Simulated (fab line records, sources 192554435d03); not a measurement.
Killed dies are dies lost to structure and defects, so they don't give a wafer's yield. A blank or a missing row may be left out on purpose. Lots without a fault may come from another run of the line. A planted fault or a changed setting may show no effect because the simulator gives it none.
fab line records | flow n5_finfet | part 1 of 2: steps 1 to 13 of 24
record lots=5 wafers=15 last_day=17
route steps=1938 shown MOL_CONTACT_COAG@605
lots that met no fault: from a run of the same line without faults
start_h: hours from the record's first day to the start of the lot's first wafer shown | wait_h: hours since the lot's step before | " the same as in the row above | L1.1+2: a row that stands for several wafers | - no value, or no start given | * or withheld: withheld | < > ~ a bound
route shown NAME@n: a module of which the file shows steps, and the number in the route of the first | usual: mean/standard deviation of fault-free wafers | same: alike in all rows | chamber/n: place in a boat | sites: the reading at each site | _std_site: their standard deviation | _edge_site: outer sites' mean less inner sites' | radius_mm: how far each site lies from the wafer's centre | mask NAME#n: copy n | behind: the tool/chamber that last shaped the wafer | hold: why the lot was held/for how many hours/how that ended | device: the transistor (n, p or np) that didn't switch | end of line: the same wafers' tests at the end of the route | a step without rows: its recipe alone | killed: dies lost to structure and defects at the first sort, not the wafer's yield | map: a wafer's dies, x killed, . not, _ none there
set.NAME: the setting as run; set.NAME@STEP: as run at that earlier step | model.NAME: the simulator's own value behind a step, which no gauge read
lots at some steps of the route; a table a step, a row a wafer
services: from which hour (start_h, from the record's first day; less than 0 if before it) a tool's chamber was out of use, for how many hours, and why
## steps
# step N5_MOL_CONTACT_COAG_DESCUM_45
# recipe chemistry=O2 time_s=7 source_power_w=50 bias_power_w=20 pressure_mtorr=20 rf_frequency_hz=2.712e+07 temp_c=40 resist=CAR-EUV o2_flow_sccm=225
# usual drypump_motor_current_A=5.6/0.4 o2_flow_sccm=225.0/0.7 oes_product_au=0.78/0.089 rf_fwd_power_W=49.38/0.28 rf_vpp_V=243.2/1.2 showerhead_plenum_p_Torr=2.11/0.058 throttle_valve_pct=20.64/0.15
# same time_s=7
# columns lot.wafer tool chamber start_h wait_h drypump_motor_current_A o2_flow_sccm oes_product_au rf_fwd_power_W rf_hours_counter_h rf_vpp_V showerhead_plenum_p_Torr throttle_valve_pct
L077.1 rie_diel-05 3 125.16 0.0 5.8 224.6 0.72 49.35 161 243.9 2.11 20.88
L077.2 " 2 " " 5.3 224.6 0.77 49.90 98 243.8 2.15 20.71
L077.3 " 0 " " 5.9 225.7 0.74 49.37 164 242.3 2.01 20.51
L081.1 rie_diel-05 3 147.31 0.0 5.8 224.3 0.72 49.52 170 241.9 2.11 20.88
L081.3 " 1 " " 5.3 224.5 0.97 49.06 6 242.3 2.15 20.63
L081.4 " 0 " " 6.0 224.6 0.74 49.02 173 240.6 2.00 20.54
L086.1 rie_diel-05 0 189.75 0.0 6.0 225.0 0.71 49.26 188 240.5 2.00 20.55
L086.3 " 1 " " 5.3 223.7 0.93 48.53 19 245.0 2.15 20.68
L086.5 " 1 " " 5.3 225.1 0.91 48.95 - 242.6 2.15 20.67
L094.1 rie_diel-04 0 223.53 0.1 4.8 223.6 0.82 49.50 91 244.4 2.14 20.54
L094.4 " 3 " " 6.3 224.7 0.69 49.72 248 243.6 2.16 20.65
L094.6 " 0 " " 4.8 224.9 0.81 49.48 - 243.9 2.14 20.52
L097.2 rie_diel-05 1 241.33 0.0 5.3 226.5 0.89 48.80 38 244.3 2.14 20.71
L097.3 " 3 " " 5.8 225.9 0.69 49.32 199 244.4 2.10 20.93
L097.6 " 1 " " 5.3 225.4 0.88 49.05 - 243.7 2.14 20.71
# step N5_MOL_CONTACT_COAG_ETCH_65
# recipe chemistry=N2/H2 target=underlayer target_depth_a=130 mask_material=CAR-EUV time_s=10.4 ion_energy_ev=200 pressure_mtorr=30 source_w=840 bias_w=150 n2_flow_sccm=200 h2_flow_sccm=200 ends=cleared
# usual drypump_motor_current_A=5.6/0.4 etch_rf_on_time_s=10.6/0.38 oes_product_au=0.67/0.079 rf_fwd_power_W=819.3/2.6 rf_vpp_V=523.9/2.1 showerhead_plenum_p_Torr=2.55/0.065 throttle_valve_pct=17.99/0.18
# columns lot.wafer tool chamber start_h wait_h drypump_motor_current_A etch_rf_on_time_s oes_product_au rf_fwd_power_W rf_hours_counter_h rf_vpp_V showerhead_plenum_p_Torr throttle_valve_pct
L077.1 rie_diel-05 3 125.19 0.0 5.9 10.7 0.62 822.4 161 524.4 2.52 18.05
L077.2 " 2 " " 5.3 11.1 0.65 819.1 98 522.8 2.58 18.02
L077.3 " 0 " " 6.0 10.7 0.61 816.8 164 520.2 2.43 17.84
L081.1 rie_diel-05 3 147.35 0.0 5.9 10.6 0.61 818.8 170 524.7 2.52 18.07
L081.3 " 1 " " 5.3 10.1 0.83 820.0 6 525.3 2.63 18.17
L081.4 " 0 " " 6.0 10.6 0.61 820.2 173 522.1 2.43 17.88
L086.1 rie_diel-05 0 189.78 0.0 6.0 10.8 0.59 821.2 188 520.7 2.42 17.89
L086.3 " 1 " " 5.3 10.2 0.79 817.3 19 524.5 2.62 18.18
L086.5 " 1 " " 5.3 10.2 0.79 815.7 - 526.7 2.62 18.19
L094.1 rie_diel-04 0 223.56 0.0 4.8 10.1 0.71 821.7 91 525.3 2.53 17.47
L094.4 " 3 " " 6.3 10.2 0.60 824.3 248 524.8 2.62 18.13
L094.6 " 0 " " 4.8 10.0 0.72 819.0 - 525.3 2.53 17.49
L097.2 rie_diel-05 1 241.36 0.0 5.3 10.2 0.76 817.2 38 524.9 2.62 18.22
L097.3 " 3 " " 5.8 10.8 0.59 815.5 199 524.0 2.51 18.12
L097.6 " 1 " " 5.3 10.2 0.76 821.2 - 524.9 2.62 18.21
# step N5_MOL_CONTACT_COAG_ETCH_66
# recipe chemistry=CF4 target=SiARC target_depth_a=130 mask_material=CAR-EUV time_s=21.7 ion_energy_ev=80 pressure_mtorr=40 source_w=545 bias_w=36 Ar_flow_sccm=100 cf4_flow_sccm=100 ends=cleared
# usual drypump_motor_current_A=5.6/0.4 etch_rf_on_time_s=22.0/0.69 oes_product_au=0.67/0.079 rf_fwd_power_W=532.0/1.7 rf_vpp_V=184.1/1 showerhead_plenum_p_Torr=2.14/0.05 throttle_valve_pct=15.67/0.19
# columns lot.wafer tool chamber start_h wait_h drypump_motor_current_A etch_rf_on_time_s oes_product_au rf_fwd_power_W rf_hours_counter_h rf_vpp_V showerhead_plenum_p_Torr throttle_valve_pct
L077.1 rie_diel-05 3 125.21 0.0 5.8 22.0 0.62 533.8 161 184.9 2.14 15.96
L077.2 " 2 " " 5.3 22.6 0.66 529.5 98 184.7 2.14 15.45
L077.3 " 0 " " 6.0 22.0 0.61 533.5 164 181.6 2.05 15.66
L081.1 rie_diel-05 3 147.37 0.0 5.8 22.3 0.61 532.0 170 183.9 2.14 15.98
L081.3 " 1 " " 5.3 21.0 0.83 532.7 6 184.9 2.19 15.58
L081.4 " 0 " " 6.0 22.1 0.61 531.8 173 183.7 2.04 15.68
L086.1 rie_diel-05 0 189.80 0.0 6.0 22.8 0.59 530.9 188 183.3 2.04 15.71
L086.3 " 1 " " 5.3 21.3 0.78 530.8 19 185.2 2.19 15.61
L086.5 " 1 " " 5.3 21.5 0.79 532.2 - 184.1 2.19 15.60
L094.1 rie_diel-04 0 223.58 0.0 4.8 21.2 0.70 531.7 91 184.2 2.16 15.48
L094.4 " 3 " " 6.3 21.8 0.60 533.2 248 183.0 2.18 15.68
L094.6 " 0 " " 4.8 21.3 0.71 531.7 - 184.0 2.16 15.47
L097.2 rie_diel-05 1 241.38 0.0 5.3 21.4 0.75 530.9 38 183.5 2.18 15.64
L097.3 " 3 " " 5.8 22.3 0.59 535.0 199 184.2 2.13 16.04
L097.6 " 1 " " 5.3 21.3 0.77 531.4 - 184.4 2.18 15.64
# step N5_MOL_CONTACT_COAG_ALD_133
# recipe material=SiO2 target_thk_a=50 temp_c=100 ald_precursor_family=BDEAS ald_co_reactant=O2-plasma pulse_time_s=1 co_reactant_pulse_time_s=1 purge_time_s=2 co_reactant_purge_time_s=2 ald_cycles=35 pressure_torr=2
# usual heater_power_outer_w=42/5.1 heater_power_w=80/8.2 precursor_pulse_height_rel=1.002/0.019
# columns lot.wafer tool chamber start_h wait_h heater_power_outer_w heater_power_w precursor_pulse_height_rel
L077.1 ald_sin-02 3 125.29 0.1 41 77 1.009
L077.2 " 2 " " 53 97 1.025
L077.3 " 1 " " 39 71 1.022
L081.1 ald_sin-03 0 148.22 0.8 47 88 1.004
L081.3 " 2 " " 44 83 1.012
L081.4 " 1 " " 33 66 0.986
L086.1 ald_sin-03 2 189.98 0.2 44 82 1.000
L086.3 " 1 " " 32 65 0.995
L086.5 " 1 " " 33 64 1.050
L094.1 ald_sin-02 0 223.66 0.1 42 82 0.987
L094.4 " 3 " " 41 79 1.049
L094.6 " 3 " " 41 77 1.022
L097.2 ald_sin-02 2 241.76 0.3 53 95 1.009
L097.3 " 1 " " 39 72 0.988
L097.6 " 3 " " 41 80 0.987
# step N5_MOL_CONTACT_COAG_ETCHBACK_134
# recipe chemistry=CHF3 target=SiO2 target_depth_a=100 time_s=6.7 ion_energy_ev=200 pressure_mtorr=30 source_w=610 bias_w=170 Ar_flow_sccm=200 CHF3_flow_sccm=50
# usual drypump_motor_current_A=5.6/0.47 oes_product_au=0.80/0.088 rf_fwd_power_W=602/3.1 rf_vpp_V=526/13 showerhead_plenum_p_Torr=2.38/0.05 throttle_valve_pct=18.76/0.14
# same time_s=6.7
# columns lot.wafer tool chamber start_h wait_h drypump_motor_current_A oes_product_au rf_fwd_power_W rf_hours_counter_h rf_vpp_V showerhead_plenum_p_Torr throttle_valve_pct
L077.1 rie_diel-05 3 125.48 0.1 5.8 0.72 598 162 516 2.38 19.03
L077.2 " 2 " " 5.3 0.77 603 98 516 2.39 18.57
L077.3 " 0 " " 6.0 0.72 601 164 508 2.27 18.70
L081.1 rie_diel-04 1 148.40 0.1 5.2 0.89 598 32 531 2.34 18.89
L081.3 " 2 " " 5.5 0.92 603 18 518 2.31 18.68
L081.4 " 3 " " 6.3 0.71 605 225 538 2.44 18.74
L086.1 rie_diel-03 3 190.28 0.2 5.5 0.92 601 29 530 2.44 18.72
L086.3 " 1 " " 6.3 0.81 609 83 549 2.40 18.70
L086.5 " 2 " " 5.4 0.69 601 - 532 2.41 18.87
L094.1 rie_diel-03 3 223.84 0.1 5.5 0.89 597 42 531 2.43 18.75
L094.4 " 0 " " 5.8 0.94 597 - 505 2.35 18.53
L094.6 " 3 " " 5.4 0.90 600 - 531 2.43 18.76
L097.2 rie_diel-04 0 241.96 0.1 4.8 0.81 600 99 531 2.40 18.60
L097.3 " 1 " " 5.3 0.81 600 71 532 2.33 18.98
L097.6 " 1 " " 5.3 0.82 601 - 533 2.33 18.97
# step N5_MOL_CONTACT_COAG_ETCH_67
# recipe chemistry=N2/H2 target=SOC target_depth_a=600 overetch_a=210 mask_material=SiARC temp_c=40 time_s=101.2 ion_energy_ev=200 pressure_mtorr=30 source_w=840 bias_w=150 n2_flow_sccm=200 h2_flow_sccm=200
# usual drypump_motor_current_A=5.6/0.47 oes_product_au=0.67/0.067 rf_fwd_power_W=834.8/2.7 rf_vpp_V=524.1/1.7 showerhead_plenum_p_Torr=2.55/0.054 throttle_valve_pct=17.91/0.22
# same time_s=101.2
# columns lot.wafer tool chamber start_h wait_h drypump_motor_current_A oes_product_au rf_fwd_power_W rf_hours_counter_h rf_vpp_V showerhead_plenum_p_Torr throttle_valve_pct
L077.1 rie_diel-05 3 125.51 0.0 5.8 0.62 835.8 162 524.4 2.52 18.02
L077.2 " 2 " " 5.3 0.66 836.8 98 524.9 2.58 18.01
L077.3 " 0 " " 6.0 0.61 830.8 164 520.6 2.43 17.82
L081.1 rie_diel-04 1 148.43 0.0 5.3 0.73 835.6 32 521.2 2.52 18.13
L081.3 " 2 " " 5.5 0.77 836.6 18 522.7 2.51 17.95
L081.4 " 3 " " 6.3 0.60 836.5 225 526.2 2.63 18.07
L086.1 rie_diel-03 3 190.31 0.0 5.5 0.75 832.2 29 525.2 2.60 17.94
L086.3 " 1 " " 6.3 0.69 833.3 83 523.9 2.57 17.86
L086.5 " 2 " " 5.3 0.58 833.8 - 526.7 2.60 18.03
L094.1 rie_diel-03 3 223.87 0.0 5.5 0.73 835.1 42 524.2 2.60 17.95
L094.4 " 0 " " 5.8 0.80 831.9 - 523.8 2.50 17.52
L094.6 " 3 " " 5.5 0.72 837.6 - 524.8 2.60 17.97
L097.2 rie_diel-04 0 241.99 0.0 4.8 0.68 832.8 99 524.0 2.53 17.44
L097.3 " 1 " " 5.3 0.68 831.5 71 522.0 2.50 18.19
L097.6 " 1 " " 5.3 0.68 831.1 - 522.7 2.50 18.19
# step N5_MOL_CONTACT_COAG_STRIP_68
# recipe chemistry=N2/H2 temp_c=40 n2_flow_sccm=200 h2_flow_sccm=200 rf_frequency_hz=6e+07
# columns lot.wafer tool chamber start_h wait_h
L077.1+2+3 rie_diel-05 3,2,0 125.58 0.0
L081.1+3+4 rie_diel-04 1,2,3 148.50 0.0
L086.1+3+5 rie_diel-03 3,1,2 190.38 0.0
L094.1+4+6 rie_diel-03 3,0,3 223.94 0.0
L097.2+3+6 rie_diel-04 0,1,1 242.06 0.0
# step N5_MOL_CONTACT_COAG_STRIP_69
# recipe chemistry=N2/H2 temp_c=40 n2_flow_sccm=200 h2_flow_sccm=200 rf_frequency_hz=6e+07
# columns lot.wafer tool chamber start_h wait_h
L077.1+2+3 rie_diel-05 3,2,0 125.59 0.0
L081.1+3+4 rie_diel-04 1,2,3 148.51 0.0
L086.1+3+5 rie_diel-03 3,1,2 190.39 0.0
L094.1+4+6 rie_diel-03 3,0,3 223.95 0.0
L097.2+3+6 rie_diel-04 0,1,1 242.07 0.0
# step N5_MOL_CONTACT_COAG_ETCHBACK_136
# recipe chemistry=CHF3 target=SiO2 target_depth_a=250 time_s=16.7 ion_energy_ev=200 pressure_mtorr=30 source_w=610 bias_w=170 Ar_flow_sccm=200 CHF3_flow_sccm=50
# usual drypump_motor_current_A=5.6/0.47 oes_product_au=0.80/0.087 rf_fwd_power_W=599/3.5 rf_vpp_V=526/13 showerhead_plenum_p_Torr=2.38/0.05 throttle_valve_pct=18.77/0.14
# same time_s=16.7
# columns lot.wafer tool chamber start_h wait_h drypump_motor_current_A oes_product_au rf_fwd_power_W rf_hours_counter_h rf_vpp_V showerhead_plenum_p_Torr throttle_valve_pct
L077.1 rie_diel-05 3 125.60 0.0 5.8 0.73 605 162 516 2.38 19.02
L077.2 " 2 " " 5.3 0.77 607 98 515 2.39 18.60
L077.3 " 0 " " 6.0 0.72 598 164 509 2.27 18.72
L081.1 rie_diel-04 1 148.52 0.0 5.3 0.89 597 32 533 2.34 18.89
L081.3 " 2 " " 5.5 0.93 602 18 518 2.31 18.68
L081.4 " 3 " " 6.3 0.71 603 225 536 2.44 18.73
L086.1 rie_diel-03 3 190.40 0.0 5.4 0.92 595 29 531 2.44 18.74
L086.3 " 1 " " 6.3 0.81 602 83 549 2.40 18.69
L086.5 " 2 " " 5.4 0.69 597 - 531 2.41 18.86
L094.1 rie_diel-03 3 223.96 0.0 5.5 0.90 597 42 531 2.43 18.75
L094.4 " 0 " " 5.8 0.94 595 - 505 2.35 18.53
L094.6 " 3 " " 5.5 0.90 596 - 530 2.43 18.76
L097.2 rie_diel-04 0 242.08 0.0 4.8 0.83 600 99 531 2.40 18.61
L097.3 " 1 " " 5.3 0.83 595 71 532 2.33 18.96
L097.6 " 1 " " 5.3 0.83 596 - 532 2.33 18.96
# step N5_MOL_CONTACT_COAG_STRIP_120
# recipe chemistry=CHF3 resist=SiARC rf_frequency_hz=6e+07
# columns lot.wafer tool chamber start_h wait_h
L077.1+2+3 rie_diel-05 3,2,0 125.63 0.0
L081.1+3+4 rie_diel-04 1,2,3 148.55 0.0
L086.1+3+5 rie_diel-03 3,1,2 190.42 0.0
L094.1+4+6 rie_diel-03 3,0,3 223.99 0.0
L097.2+3+6 rie_diel-04 0,1,1 242.11 0.0
# step N5_MOL_CONTACT_COAG_VIA_ETCH_117
# recipe chemistry=C4F6/O2 target_depth_a=400 overetch_a=80 mask_material=SOC target=SiO2 bias_w=455 pressure_mtorr=10 time_s=26 source_w=325 Ar_flow_sccm=300 C4F6_flow_sccm=10 O2_flow_sccm=10 ion_energy_ev=575.3 ends=end_point
# usual drypump_motor_current_A=5.6/0.47 oes_o_777_au=0.81/0.08 oes_product_au=0.71/0.067 rf_fwd_power_W=320.0/1.7 rf_vpp_V=1594/38 showerhead_plenum_p_Torr=2.84/0.06 throttle_valve_pct=41.3/0.39
# columns lot.wafer tool chamber start_h wait_h drypump_motor_current_A oes_o_777_au oes_product_au rf_fwd_power_W rf_hours_counter_h rf_vpp_V showerhead_plenum_p_Torr throttle_valve_pct
L077.1 rie_diel-05 3 125.64 0.0 5.8 0.75 0.66 324.1 162 1566 2.83 41.2
L077.2 " 2 " " 5.3 0.81 0.71 321.3 98 1566 2.85 41.5
L077.3 " 0 " " 6.0 0.73 0.65 319.9 164 1542 2.70 40.7
L081.1 rie_diel-04 1 148.56 0.0 5.2 0.85 0.78 319.4 32 1612 2.80 41.4
L081.3 " 2 " " 5.5 0.97 0.82 321.2 18 1569 2.76 41.2
L081.4 " 3 " " 6.3 0.74 0.63 320.2 225 1624 2.91 41.2
L086.1 rie_diel-03 3 190.43 0.0 5.5 0.90 0.78 317.8 29 1605 2.91 41.8
L086.3 " 1 " " 6.4 0.81 0.74 320.5 83 1656 2.86 41.1
L086.5 " 2 " " 5.3 0.73 0.61 321.0 - 1610 2.88 40.7
L094.1 rie_diel-03 3 224.00 0.0 5.5 0.87 0.76 318.0 42 1605 2.90 41.8
L094.4 " 0 " " 5.8 0.95 0.86 317.5 - 1532 2.80 41.1
L094.6 " 3 " " 5.5 0.87 0.76 317.4 - 1606 2.90 41.8
L097.2 rie_diel-04 0 242.12 0.0 4.8 0.85 0.71 321.2 99 1612 2.87 41.5
L097.3 " 1 " " 5.3 0.80 0.72 320.2 71 1609 2.78 41.5
L097.6 " 1 " " 5.3 0.80 0.73 320.3 - 1610 2.78 41.5
# step N5_MOL_CONTACT_COAG_ETCH_124
# recipe chemistry=CH3F/O2 target=SiNx target_depth_a=65 mask_material=SOC stop_on=SiOC over_etch_frac=0.3 ion_energy_ev=120 pressure_mtorr=30 source_w=395 bias_w=73 Ar_flow_sccm=150 CH3F_flow_sccm=30 O2_flow_sccm=20 ends=end_point
# usual drypump_motor_current_A=5.6/0.47 oes_o_777_au=0.80/0.082 oes_product_au=0.68/0.068 rf_fwd_power_W=390.9/1.8 rf_vpp_V=299/7.4 showerhead_plenum_p_Torr=2.00/0.044 throttle_valve_pct=16.37/0.14
# columns lot.wafer tool chamber start_h wait_h drypump_motor_current_A oes_o_777_au oes_product_au rf_fwd_power_W rf_hours_counter_h rf_vpp_V showerhead_plenum_p_Torr throttle_valve_pct
L077.1 rie_diel-05 3 125.66 0.0 5.8 0.75 0.63 393.0 162 293 1.99 16.62
L077.2 " 2 " " 5.3 0.79 0.67 391.5 98 294 2.01 16.20
L077.3 " 0 " " 6.0 0.71 0.63 388.9 164 289 1.90 16.32
L081.1 rie_diel-04 1 148.58 0.0 5.3 0.85 0.75 392.4 32 301 1.97 16.46
L081.3 " 2 " " 5.5 0.95 0.77 391.6 18 293 1.94 16.26
L081.4 " 3 " " 6.3 0.73 0.60 393.0 225 304 2.05 16.39
L086.1 rie_diel-03 3 190.46 0.0 5.5 0.91 0.75 389.5 29 301 2.04 16.24
L086.3 " 1 " " 6.3 0.81 0.70 393.3 83 311 2.02 16.30
L086.5 " 2 " " 5.3 0.70 0.59 391.3 - 302 2.03 16.56
L094.1 rie_diel-03 3 224.03 0.0 5.5 0.89 0.75 390.6 42 302 2.04 16.28
L094.4 " 0 " " 5.8 0.95 0.81 386.2 - 289 1.97 16.10
L094.6 " 3 " " 5.5 0.90 0.74 390.8 - 299 2.04 16.27
L097.2 rie_diel-04 0 242.14 0.0 4.8 0.84 0.69 389.9 99 303 2.02 16.28
L097.3 " 1 " " 5.3 0.80 0.71 389.6 71 301 1.95 16.54
L097.6 " 1 " " 5.3 0.80 0.71 389.2 - 303 1.95 16.53
# step N5_MOL_CONTACT_COAG_ETCH_48
# recipe chemistry=C4F6/O2 target_depth_a=150 overetch_a=45 mask_material=SOC target=SiOC bias_w=465 pressure_mtorr=10 time_s=17 source_w=335 Ar_flow_sccm=300 C4F6_flow_sccm=10 O2_flow_sccm=10 ion_energy_ev=576
# usual drypump_motor_current_A=5.6/0.47 oes_o_777_au=0.81/0.079 oes_product_au=0.67/0.074 rf_fwd_power_W=332.2/1.4 rf_vpp_V=1596/38 showerhead_plenum_p_Torr=2.84/0.06 throttle_valve_pct=40.8/0.36
# same time_s=17
# columns lot.wafer tool chamber start_h wait_h drypump_motor_current_A oes_o_777_au oes_product_au rf_fwd_power_W rf_hours_counter_h rf_vpp_V showerhead_plenum_p_Torr throttle_valve_pct
L077.1 rie_diel-05 3 125.70 0.0 5.8 0.75 0.66 332.8 162 1567 2.83 40.8
L077.2 " 2 " " 5.3 0.81 0.64 334.5 98 1567 2.85 41.0
L077.3 " 0 " " 6.0 0.73 0.62 331.1 164 1546 2.70 40.2
L081.1 rie_diel-04 1 148.62 0.0 5.3 0.85 0.70 332.7 32 1611 2.79 41.0
L081.3 " 2 " " 5.5 0.98 0.79 332.4 19 1570 2.76 40.8
L081.4 " 3 " " 6.3 0.74 0.59 331.0 225 1624 2.91 40.8
L086.1 rie_diel-03 3 190.50 0.0 5.5 0.89 0.67 332.1 29 1607 2.91 41.3
L086.3 " 1 " " 6.3 0.81 0.73 333.9 83 1658 2.86 40.7
L086.5 " 2 " " 5.3 0.73 0.54 332.7 - 1614 2.88 40.2
L094.1 rie_diel-03 3 224.07 0.0 5.5 0.86 0.79 332.4 42 1608 2.90 41.3
L094.4 " 0 " " 5.8 0.94 0.87 330.9 - 1535 2.80 40.6
L094.6 " 3 " " 5.4 0.88 0.75 331.8 - 1608 2.90 41.3
L097.2 rie_diel-04 0 242.18 0.0 4.8 0.84 0.68 331.7 99 1615 2.87 41.0
L097.3 " 1 " " 5.2 0.80 0.67 332.0 71 1611 2.78 41.0
L097.6 " 1 " " 5.3 0.81 0.57 332.2 - 1611 2.78 41.0
